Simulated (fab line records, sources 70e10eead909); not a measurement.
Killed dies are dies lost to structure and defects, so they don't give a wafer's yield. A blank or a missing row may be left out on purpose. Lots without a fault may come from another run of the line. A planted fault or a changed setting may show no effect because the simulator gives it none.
Which tool did it? | flow nand_harc | 22 lots, 66 wafers sampled, at 6 steps of a route of 1302

WHAT THE GAUGES READ, wafer by wafer
The record holds no reading of a measuring or inspecting step that can be judged against a usual standard deviation.

WHICH TOOL RAN EACH LOT (tool, then ch and the chambers of the sampled wafers, then the start)
lot  | NHARC_A_STAIRCASE_ETCH_294                    | NHARC_A_STAIRCASE_STRIP_295                   | NHARC_A_STAIRCASE_DEP_322       | NHARC_A_STAIRCASE_ETCHBACK_422     | NHARC_A_SGD_CUT_DESCUM_14          | NHARC_A_SGD_CUT_STRIP_28
L077 | rie_diel-10 ch 0,1, day 18 23:25 or earlier   | rie_diel-10 ch 1,2,3, day 18 23:25 or earlier | pecvd-04 ch 0,1,2, day 18 23:25 | rie_diel-10 ch 0,3, day 20 05:05   | rie_diel-11 ch 0,1,3, day 20 07:20 | rie_diel-11 ch 0,2, no start
L075 | rie_diel-04 ch 1,3, day 18 23:14 or earlier   | rie_diel-04 ch 0,1, day 18 23:14 or earlier   | pecvd-01 ch 0,1,2, day 18 23:14 | rie_diel-04 ch 0,2, day 20 02:11   | rie_diel-09 ch 0,2,3, day 20 04:22 | rie_diel-09 ch 0,2,3, no start
L074 | rie_diel-13 ch 0,1, day 18 23:46 or earlier   | rie_diel-13 ch 0,1, day 18 23:46 or earlier   | pecvd-02 ch 0,1,2, day 18 23:46 | rie_diel-04 ch 1,2, day 19 22:58   | rie_diel-09 ch 0,2,3, day 20 01:10 | rie_diel-06 ch 0,1,3, no start
L076 | rie_diel-13 ch 1,2,3, day 18 23:47 or earlier | rie_diel-13 ch 1,2,3, day 18 23:47 or earlier | pecvd-04 ch 0,1,2, day 18 23:47 | rie_diel-13 ch 1,3, day 20 07:52   | rie_diel-06 ch 0,3, day 20 10:06   | rie_diel-09 ch 2,3, no start
L079 | rie_diel-13 ch 0,2,3, day 19 17:19 or earlier | rie_diel-13 ch 0,3, day 19 17:19 or earlier   | pecvd-01 ch 1,2, day 19 17:19   | rie_diel-13 ch 0,1,2, day 20 14:41 | rie_diel-06 ch 0,2, day 20 16:58   | rie_diel-11 ch 0,1,2, no start
L078 | rie_diel-04 ch 0,1,2, day 19 17:19 or earlier | rie_diel-04 ch 0,1,3, day 19 17:19 or earlier | pecvd-04 ch 1,2, day 19 17:19   | rie_diel-04 ch 0,1,3, day 20 14:40 | rie_diel-11 ch 0,1,3, day 20 16:46 | rie_diel-09 ch 1,2,3, no start
L080 | rie_diel-13 ch 0,3, day 20 17:55 or earlier   | rie_diel-13 ch 1,2, day 20 17:55 or earlier   | pecvd-02 ch 0,2, day 20 17:55   | rie_diel-13 ch 0,1,2, day 21 18:31 | rie_diel-06 ch 1,2, day 21 20:59   | rie_diel-11 ch 2,3, no start
L083 | rie_diel-10 ch 1,2,3, day 21 06:35 or earlier | rie_diel-10 ch 0,2,3, day 21 06:35 or earlier | pecvd-01 ch 1,2, day 21 06:35   | rie_diel-13 ch 0,1,3, day 22 11:17 | rie_diel-09 ch 1,2,3, day 22 13:36 | rie_diel-11 ch 0,1,2, no start
L082 | rie_diel-10 ch 0,3, day 21 06:35 or earlier   | rie_diel-10 ch 2,3, day 21 06:35 or earlier   | pecvd-02 ch 1,2, day 21 06:35   | rie_diel-04 ch 1,2,3, day 22 11:37 | rie_diel-11 ch 0,1,3, day 22 13:50 | rie_diel-06 ch 0,1,3, no start
L084 | rie_diel-13 ch 0,1,2, day 22 09:20 or earlier | rie_diel-13 ch 1,2,3, day 22 09:20 or earlier | pecvd-02 ch 1,2, day 22 09:20   | rie_diel-13 ch 1,2,3, day 23 07:34 | rie_diel-06 ch 0,1,2, day 23 09:52 | rie_diel-11 ch 1,3, no start
L085 | rie_diel-10 ch 0,1,2, day 22 16:22 or earlier | rie_diel-10 ch 0,1,3, day 22 16:22 or earlier | pecvd-01 ch 0,1, day 22 16:22   | rie_diel-04 ch 2,3, day 23 15:34   | rie_diel-09 ch 0,1,2, day 23 17:41 | rie_diel-11 ch 0,1,2, no start
L086 | rie_diel-10 ch 0,2, day 22 16:16 or earlier   | rie_diel-10 ch 0,1,2, day 22 16:16 or earlier | pecvd-04 ch 0,1,2, day 22 16:16 | rie_diel-04 ch 1,2, day 23 16:13   | rie_diel-06 ch 0,2,3, day 23 18:28 | rie_diel-06 ch 1,2, day 24 00:28
L088 | rie_diel-13 ch 0,2,3, day 23 18:22 or earlier | rie_diel-13 ch 1,2, day 23 18:22 or earlier   | pecvd-01 ch 1,2, day 23 18:22   | rie_diel-10 ch 1,2,3, day 24 18:23 | rie_diel-11 ch 1,2, day 24 20:57   | rie_diel-11 ch 0,2, no start
L087 | rie_diel-04 ch 0,2, day 23 23:34 or earlier   | rie_diel-04 ch 0,1,3, day 23 23:34 or earlier | pecvd-01 ch 0,2, day 23 23:34   | rie_diel-10 ch 0,2,3, day 24 18:52 | rie_diel-11 ch 0,2, day 24 21:01   | rie_diel-09 ch 0,3, no start
L089 | rie_diel-10 ch 0,3, day 23 23:34 or earlier   | rie_diel-10 ch 1,2, day 23 23:34 or earlier   | pecvd-04 ch 0,2, day 23 23:34   | rie_diel-04 ch 0,3, day 24 18:31   | rie_diel-06 ch 0,1,3, day 24 20:48 | rie_diel-06 ch 0,1,3, no start
L091 | rie_diel-04 ch 0,1,3, day 24 17:17 or earlier | rie_diel-04 ch 0,1,2, day 24 17:17 or earlier | pecvd-04 ch 0,2, day 24 17:17   | rie_diel-04 ch 0,2, day 25 23:54   | rie_diel-06 ch 0,3, day 26 02:23   | rie_diel-11 ch 0,1, no start
L090 | rie_diel-10 ch 2,3, day 24 17:13 or earlier   | rie_diel-10 ch 0,1,3, day 24 17:13 or earlier | pecvd-02 ch 1,2, day 24 17:13   | rie_diel-04 ch 1,2, day 26 00:04   | rie_diel-09 ch 1,3, day 26 02:40   | rie_diel-09 ch 0,3, no start
L092 | rie_diel-13 ch 1,2,3, day 24 22:04 or earlier | rie_diel-13 ch 1,2, day 24 22:04 or earlier   | pecvd-01 ch 1,2, day 24 22:04   | rie_diel-04 ch 2,3, day 26 00:26   | rie_diel-11 ch 0,1,2, day 26 02:49 | rie_diel-06 ch 0,1,2, no start
L094 | rie_diel-04 ch 2,3, day 26 11:09 or earlier   | rie_diel-04 ch 0,1,2, day 26 11:09 or earlier | pecvd-04 ch 0,1, day 26 11:09   | rie_diel-13 ch 2,3, day 27 11:10   | rie_diel-09 ch 0,1,3, day 27 13:25 | rie_diel-06 ch 0,3, no start
L096 | rie_diel-13 ch 0,1,3, day 27 07:14 or earlier | rie_diel-13 ch 0,1,3, day 27 07:14 or earlier | pecvd-02 ch 1,2, day 27 07:14   | rie_diel-13 ch 0,1, day 28 08:19   | rie_diel-06 ch 0,1,3, day 28 10:34 | rie_diel-11 ch 2,3, no start
L095 | rie_diel-13 ch 1,3, day 27 07:53 or earlier   | rie_diel-13 ch 0,1,3, day 27 07:53 or earlier | pecvd-02 ch 0,1,2, day 27 07:53 | rie_diel-10 ch 1,2,3, day 28 08:32 | rie_diel-09 ch 1,2,3, day 28 10:53 | rie_diel-09 ch 0,2,3, no start
L097 | rie_diel-13 ch 0,1,3, day 27 14:20 or earlier | rie_diel-13 ch 0,1,3, day 27 14:20 or earlier | pecvd-02 ch 0,1,2, day 27 14:20 | rie_diel-04 ch 0,1,3, day 28 14:52 | rie_diel-09 ch 0,1,2, day 28 17:10 | rie_diel-11 ch 0,2,3, no start
- NHARC_A_STAIRCASE_ETCH_294: etches the open film in C4F8/O2/Ar, target depth 4989 nm, time 1211.6 s.
- NHARC_A_STAIRCASE_STRIP_295: strips in O2.
- NHARC_A_STAIRCASE_DEP_322: deposits SiO2, target thk 7200 nm.
- NHARC_A_STAIRCASE_ETCHBACK_422: etches the open film in CH3F/O2, target depth 40 nm, time 74.286 s.
- NHARC_A_SGD_CUT_DESCUM_14: chemistry O2, time 3 s.
- NHARC_A_SGD_CUT_STRIP_28: strips in O2, time 20 s.

WHAT THE TOOLS THEMSELVES READ (means of the sampled wafers that have a number; where no wafer has one, the mark that the record gives instead)
NHARC_A_STAIRCASE_ETCH_294.
lot  | tool        | oes_product_au (a.u.) | rf_vpp_V (V)
L077 | rie_diel-10 | 0.932                 | 1826
L075 | rie_diel-04 | 0.913                 | 1823
L074 | rie_diel-13 | 0.946                 | 1821
L076 | rie_diel-13 | 0.933                 | 1821
L079 | rie_diel-13 | 0.941                 | 1818
L078 | rie_diel-04 | 0.931                 | 1834
L080 | rie_diel-13 | 0.947                 | 1823
L083 | rie_diel-10 | 0.920                 | 1829
L082 | rie_diel-10 | 0.917                 | 1824
L084 | rie_diel-13 | 0.946                 | 1816
L085 | rie_diel-10 | 0.915                 | 1831
L086 | rie_diel-10 | 0.905                 | 1832
L088 | rie_diel-13 | 0.937                 | 1817
L087 | rie_diel-04 | 0.935                 | 1838
L089 | rie_diel-10 | 0.914                 | 1823
L091 | rie_diel-04 | 0.933                 | 1826
L090 | rie_diel-10 | 0.927                 | 1836
L092 | rie_diel-13 | 0.950                 | 1819
L094 | rie_diel-04 | 0.928                 | 1828
L096 | rie_diel-13 | 0.939                 | 1819
L095 | rie_diel-13 | 0.928                 | 1823
L097 | rie_diel-13 | 0.937                 | 1819

NHARC_A_STAIRCASE_STRIP_295.
lot  | tool        | drypump_motor_current_A (A) | mfc_ar_sccm (sccm) | oes_product_au (a.u.) | rf_vpp_V (V) | showerhead_plenum_p_Torr (Torr) | throttle_valve_pct (%)
L077 | rie_diel-10 | 5.6                         | 0.003              | 0.996                 | 57.0         | 3.40                            | 17.035
L075 | rie_diel-04 | 4.8                         | 0.010              | 0.997                 | 58.4         | 3.54                            | 17.029
L074 | rie_diel-13 | 5.8                         | 0.000              | 1.008                 | 57.5         | 3.46                            | 17.035
L076 | rie_diel-13 | 5.8                         | 0.000              | 1.007                 | 58.1         | 3.46                            | 17.024
L079 | rie_diel-13 | 6.4                         | 0.000              | 1.006                 | 58.4         | 3.47                            | 17.037
L078 | rie_diel-04 | 5.2                         | 0.011              | 0.983                 | 58.2         | 3.54                            | 17.036
L080 | rie_diel-13 | 5.5                         | 0.000              | 1.016                 | 57.7         | 3.45                            | 17.028
L083 | rie_diel-10 | 6.0                         | 0.006              | 0.975                 | 58.5         | 3.58                            | 17.036
L082 | rie_diel-10 | 6.0                         | 0.000              | 0.992                 | 57.7         | 3.67                            | 17.046
L084 | rie_diel-13 | 5.8                         | 0.000              | 1.005                 | 58.7         | 3.44                            | 17.041
L085 | rie_diel-10 | 5.6                         | 0.009              | 0.986                 | 57.1         | 3.47                            | 17.041
L086 | rie_diel-10 | 5.9                         | 0.009              | 0.989                 | 57.0         | 3.60                            | 17.039
L088 | rie_diel-13 | 5.5                         | 0.000              | 1.011                 | 58.0         | 3.43                            | 17.027
L087 | rie_diel-04 | 5.2                         | 0.011              | 0.990                 | 58.1         | 3.52                            | 17.045
L089 | rie_diel-10 | 5.5                         | 0.006              | 1.001                 | 56.9         | 3.58                            | 17.048
L091 | rie_diel-04 | 5.3                         | 0.019              | 1.006                 | 56.9         | 3.61                            | 17.034
L090 | rie_diel-10 | 5.6                         | 0.009              | 0.987                 | 58.1         | 3.45                            | 17.038
L092 | rie_diel-13 | 5.5                         | 0.000              | 1.010                 | 57.5         | 3.42                            | 17.034
L094 | rie_diel-04 | 5.3                         | 0.019              | 1.004                 | 58.0         | 3.60                            | 17.035
L096 | rie_diel-13 | 6.1                         | 0.000              | 0.999                 | 57.6         | 3.43                            | 17.042
L095 | rie_diel-13 | 6.1                         | 0.000              | 1.007                 | 58.0         | 3.43                            | 17.040
L097 | rie_diel-13 | 6.1                         | 0.000              | 1.003                 | 57.0         | 3.42                            | 17.036

NHARC_A_STAIRCASE_DEP_322.
lot  | tool     | heater_power_w (W)
L077 | pecvd-04 | 705
L075 | pecvd-01 | 709
L074 | pecvd-02 | 640
L076 | pecvd-04 | 715
L079 | pecvd-01 | 720
L078 | pecvd-04 | 688
L080 | pecvd-02 | 646
L083 | pecvd-01 | 790
L082 | pecvd-02 | 695
L084 | pecvd-02 | 719
L085 | pecvd-01 | 662
L086 | pecvd-04 | 734
L088 | pecvd-01 | 738
L087 | pecvd-01 | 684
L089 | pecvd-04 | 723
L091 | pecvd-04 | 688
L090 | pecvd-02 | 678
L092 | pecvd-01 | 756
L094 | pecvd-04 | 806
L096 | pecvd-02 | 712
L095 | pecvd-02 | 652
L097 | pecvd-02 | 672

NHARC_A_STAIRCASE_ETCHBACK_422.
lot  | tool        | drypump_motor_current_A (A) | mfc_ar_sccm (sccm) | oes_product_au (a.u.) | rf_vpp_V (V) | showerhead_plenum_p_Torr (Torr) | throttle_valve_pct (%)
L077 | rie_diel-10 | 6.0                         | 200.1              | 0.98                  | 243.8        | 2.42                            | 20.659
L075 | rie_diel-04 | 5.4                         | 199.8              | 0.92                  | 245.4        | 2.57                            | 20.655
L074 | rie_diel-04 | 5.3                         | 199.7              | 0.92                  | 244.3        | 2.48                            | 20.672
L076 | rie_diel-13 | 6.0                         | 200.4              | 1.01                  | 244.0        | 2.44                            | 20.676
L079 | rie_diel-13 | 5.6                         | 199.9              | 0.93                  | 242.6        | 2.36                            | 20.661
L078 | rie_diel-04 | 5.2                         | 199.8              | 0.99                  | 245.2        | 2.46                            | 20.663
L080 | rie_diel-13 | 5.5                         | 199.9              | 0.95                  | 242.0        | 2.35                            | 20.659
L083 | rie_diel-13 | 6.1                         | 199.5              | 0.94                  | 243.5        | 2.40                            | 20.656
L082 | rie_diel-04 | 5.7                         | 200.5              | 0.92                  | 244.8        | 2.47                            | 20.667
L084 | rie_diel-13 | 5.8                         | 200.1              | 1.01                  | 243.4        | 2.39                            | 20.666
L085 | rie_diel-04 | 6.2                         | 199.3              | 0.99                  | 245.3        | 2.53                            | 20.659
L086 | rie_diel-04 | 5.3                         | 200.0              | 1.01                  | 245.2        | 2.47                            | 20.669
L088 | rie_diel-10 | 5.6                         | 200.3              | 0.91                  | 244.0        | 2.47                            | 20.659
L087 | rie_diel-10 | 5.9                         | 200.5              | 0.91                  | 245.0        | 2.48                            | 20.662
L089 | rie_diel-04 | 5.6                         | 200.1              | 0.97                  | 243.5        | 2.45                            | 20.658
L091 | rie_diel-04 | 5.3                         | 200.3              | 0.92                  | 245.7        | 2.55                            | 20.665
L090 | rie_diel-04 | 5.8                         | 199.3              | 1.00                  | 244.6        | 2.52                            | 20.658
L092 | rie_diel-04 | 6.0                         | 199.9              | 0.93                  | 243.9        | 2.46                            | 20.663
L094 | rie_diel-13 | 6.1                         | 199.6              | 0.92                  | 243.5        | 2.39                            | 20.659
L096 | rie_diel-13 | 5.8                         | 200.1              | 0.92                  | 243.6        | 2.38                            | 20.659
L095 | rie_diel-10 | 5.5                         | 199.7              | 0.99                  | 244.5        | 2.46                            | 20.671
L097 | rie_diel-04 | 5.2                         | 200.0              | 0.99                  | 243.2        | 2.43                            | 20.662

NHARC_A_SGD_CUT_DESCUM_14.
lot  | tool        | drypump_motor_current_A (A) | mfc_ar_sccm (sccm) | oes_product_au (a.u.) | rf_vpp_V (V) | showerhead_plenum_p_Torr (Torr) | throttle_valve_pct (%)
L077 | rie_diel-11 | 5.8                         | 0.013              | 0.988                 | 57.5         | 1.93                            | 11.320
L075 | rie_diel-09 | 5.4                         | 0.000              | 1.011                 | 57.9         | 1.90                            | 11.312
L074 | rie_diel-09 | 5.3                         | 0.000              | 1.011                 | 57.3         | 1.90                            | 11.307
L076 | rie_diel-06 | 5.9                         | 0.030              | 0.988                 | 57.4         | 1.82                            | 11.305
L079 | rie_diel-06 | 6.1                         | 0.040              | 0.999                 | 57.8         | 1.93                            | 11.316
L078 | rie_diel-11 | 5.8                         | 0.013              | 0.994                 | 58.8         | 1.93                            | 11.301
L080 | rie_diel-06 | 6.2                         | 0.039              | 1.016                 | 57.8         | 1.98                            | 11.313
L083 | rie_diel-09 | 5.2                         | 0.000              | 0.996                 | 58.2         | 1.96                            | 11.313
L082 | rie_diel-11 | 5.8                         | 0.013              | 0.993                 | 58.0         | 1.92                            | 11.314
L084 | rie_diel-06 | 5.9                         | 0.039              | 1.009                 | 58.3         | 1.94                            | 11.314
L085 | rie_diel-09 | 5.2                         | 0.000              | 1.011                 | 57.3         | 1.90                            | 11.321
L086 | rie_diel-06 | 6.0                         | 0.035              | 1.005                 | 57.4         | 1.88                            | 11.306
L088 | rie_diel-11 | 6.0                         | 0.020              | 0.989                 | 57.2         | 2.02                            | 11.316
L087 | rie_diel-11 | 5.9                         | 0.016              | 0.997                 | 57.0         | 1.96                            | 11.309
L089 | rie_diel-06 | 5.8                         | 0.034              | 1.012                 | 58.0         | 1.88                            | 11.316
L091 | rie_diel-06 | 5.8                         | 0.035              | 0.985                 | 57.4         | 1.84                            | 11.312
L090 | rie_diel-09 | 5.1                         | 0.000              | 0.998                 | 58.6         | 2.02                            | 11.302
L092 | rie_diel-11 | 5.9                         | 0.019              | 0.999                 | 57.9         | 1.97                            | 11.309
L094 | rie_diel-09 | 5.2                         | 0.000              | 1.003                 | 58.5         | 1.97                            | 11.317
L096 | rie_diel-06 | 5.8                         | 0.034              | 1.003                 | 56.4         | 1.88                            | 11.302
L095 | rie_diel-09 | 5.2                         | 0.000              | 1.001                 | 57.9         | 1.95                            | 11.315
L097 | rie_diel-09 | 5.2                         | 0.000              | 0.995                 | 56.7         | 1.89                            | 11.315

NHARC_A_SGD_CUT_STRIP_28.
lot  | tool        | drypump_motor_current_A (A) | mfc_ar_sccm (sccm) | oes_product_au (a.u.) | rf_vpp_V (V) | showerhead_plenum_p_Torr (Torr) | throttle_valve_pct (%)
L077 | rie_diel-11 | 5.9                         | 0.016              | 0.997                 | 57.5         | 3.61                            | 17.035
L075 | rie_diel-09 | 5.3                         | 0.000              | 1.000                 | 56.9         | 3.51                            | 17.036
L074 | rie_diel-06 | 5.8                         | 0.034              | 0.999                 | 57.9         | 3.48                            | 17.033
L076 | rie_diel-09 | 5.3                         | 0.000              | 0.996                 | 57.4         | 3.49                            | 17.035
L079 | rie_diel-11 | 5.9                         | 0.019              | 0.998                 | 57.7         | 3.63                            | 17.045
L078 | rie_diel-09 | 5.2                         | 0.000              | 0.984                 | 58.7         | 3.61                            | 17.035
L080 | rie_diel-11 | 6.0                         | 0.006              | 0.987                 | 57.2         | 3.55                            | 17.036
L083 | rie_diel-11 | 5.8                         | 0.019              | 0.989                 | 59.1         | 3.62                            | 17.041
L082 | rie_diel-06 | 5.8                         | 0.034              | 1.001                 | 57.6         | 3.48                            | 17.041
L084 | rie_diel-11 | 6.0                         | 0.008              | 0.984                 | 58.1         | 3.56                            | 17.036
L085 | rie_diel-11 | 5.8                         | 0.019              | 0.993                 | 58.1         | 3.62                            | 17.033
L086 | rie_diel-06 | 5.9                         | 0.037              | 1.016                 | 58.3         | 3.65                            | 17.028
L088 | rie_diel-11 | 5.6                         | 0.015              | 1.002                 | 57.8         | 3.50                            | 17.046
L087 | rie_diel-09 | 5.4                         | 0.000              | 1.015                 | 57.3         | 3.52                            | 17.038
L089 | rie_diel-06 | 5.8                         | 0.034              | 1.000                 | 56.9         | 3.48                            | 17.035
L091 | rie_diel-11 | 5.9                         | 0.021              | 0.993                 | 57.9         | 3.64                            | 17.036
L090 | rie_diel-09 | 5.4                         | 0.000              | 1.026                 | 57.8         | 3.63                            | 17.029
L092 | rie_diel-06 | 5.9                         | 0.039              | 1.006                 | 57.8         | 3.58                            | 17.045
L094 | rie_diel-06 | 5.9                         | 0.030              | 1.010                 | 57.7         | 3.36                            | 17.044
L096 | rie_diel-11 | 6.0                         | 0.006              | 0.989                 | 57.8         | 3.54                            | 17.035
L095 | rie_diel-09 | 5.4                         | 0.000              | 1.014                 | 58.0         | 3.50                            | 17.038
L097 | rie_diel-11 | 5.8                         | 0.010              | 0.999                 | 58.8         | 3.52                            | 17.042

THE ANSWER, worked out from the rows above alone
Rule: what is usual is taken from the lots themselves. Put in order of their means at a reading, lots are off if they are a third of the lots or fewer, leave a main group of 4 or more, and stand apart from it by a gap of 3 or more times the standard deviation of the main group's means; of several such gaps the widest counts. A main group whose means are all the same, to the digits that the tables above print for the reading, isn't used. A lot without any number at a reading at which 4 lots or more have one is off too. The other lots that the step has rows for count as sound. The gauges are gone through in route order, then the tools' own readings, and for those a lot's mean is taken as printed above. The first step at which some lot is off is used, and at that step the reading that is off furthest; a lot without a number counts as furthest.
No lot is off at any reading shown: from this, nothing can be told.

WHAT THE SIMULATOR HAD PUT IN
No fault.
